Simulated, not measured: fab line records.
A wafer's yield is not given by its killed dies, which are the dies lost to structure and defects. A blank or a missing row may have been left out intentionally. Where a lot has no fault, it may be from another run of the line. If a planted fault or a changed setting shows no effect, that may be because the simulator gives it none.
The same fault as seen by 2 desks / flow n5 finfet / every desk sees just its own numbers, and what lay behind them comes last

== THE TOOL OWNER'S DESK: rie diel-06 ==
The tool's own readings at N5_BEOL_M15_STRIP_64 (strips in O2): means of the sampled wafers that have a number, for each lot that ran on this tool. Any lot whose mean is over 4 standard deviations away from the usual mean is out of limits and marked OUT; that distance is given in the brackets.
Columns: A = chamber pressure mTorr at N5_BEOL_M15_STRIP_64, usual 29.997 mTorr; B = drypump motor current A at N5_BEOL_M15_STRIP_64, usual 5.5 A; C = o2 flow sccm at N5_BEOL_M15_STRIP_64, usual 224.9 sccm; D = oes product au at N5_BEOL_M15_STRIP_64, usual 0.80 a.u.; E = rf vpp V at N5_BEOL_M15_STRIP_64, usual 3.7 V; F = showerhead plenum p Torr at N5_BEOL_M15_STRIP_64, usual 2.09 Torr; G = throttle valve pct at N5_BEOL_M15_STRIP_64, usual 16.66 %
lot=L898; first seen here=day 11 15:00; A=29.983; B=5.6; C=225.0; D=0.83; E=3.9; F=2.09; G=16.73
lot=L912; first seen here=day 15 19:00; A=30.004; B=5.3; C=224.9; D=0.88; E=4.2; F=2.10; G=16.61
lot=L914; first seen here=day 16 03:00; A=29.988; B=5.3; C=225.2; D=0.95; E=3.8; F=2.05; G=16.58
lot=L916; first seen here=day 17 07:00; A=30.005; B=5.4; C=224.8; D=0.88; E=3.5; F=2.10; G=16.60
This desk's finding: nothing out of limits on any of the 4 lots.

== AT THE METROLOGY DESK ==
Means of the sampled wafers that have a number, per lot and without regard to the tool the lot ran on: this is what the gauges read. Any lot whose mean is over 4 standard deviations away from the usual mean is out of limits and marked OUT; that distance is given in the brackets.
Columns: A = M14_THK at N5_BEOL_M14_THK_MEAS_50, usual 574 nm
lot=L898; first seen here=day 11 14:23; A=577
lot=L900; first seen here=day 13 00:59; A=575
lot=L903; first seen here=day 14 06:23; A=575
lot=L904; first seen here=day 14 07:02; A=574
lot=L906; first seen here=day 14 10:36; A=574
lot=L912; first seen here=day 15 17:41; A=579
lot=L914; first seen here=day 16 01:51; A=574
lot=L913; first seen here=day 16 07:56; A=584
lot=L916; first seen here=day 17 05:46; A=579
lot=L918; first seen here=day 18 11:28; A=582
This desk's finding: nothing out of limits on any of the 10 lots.

== ALL TOGETHER ==
Nothing out of limits was seen by the tool owner's desk.
At the metrology desk, nothing out of limits was observed.

== WHAT THE SIMULATOR HAD PUT IN ==
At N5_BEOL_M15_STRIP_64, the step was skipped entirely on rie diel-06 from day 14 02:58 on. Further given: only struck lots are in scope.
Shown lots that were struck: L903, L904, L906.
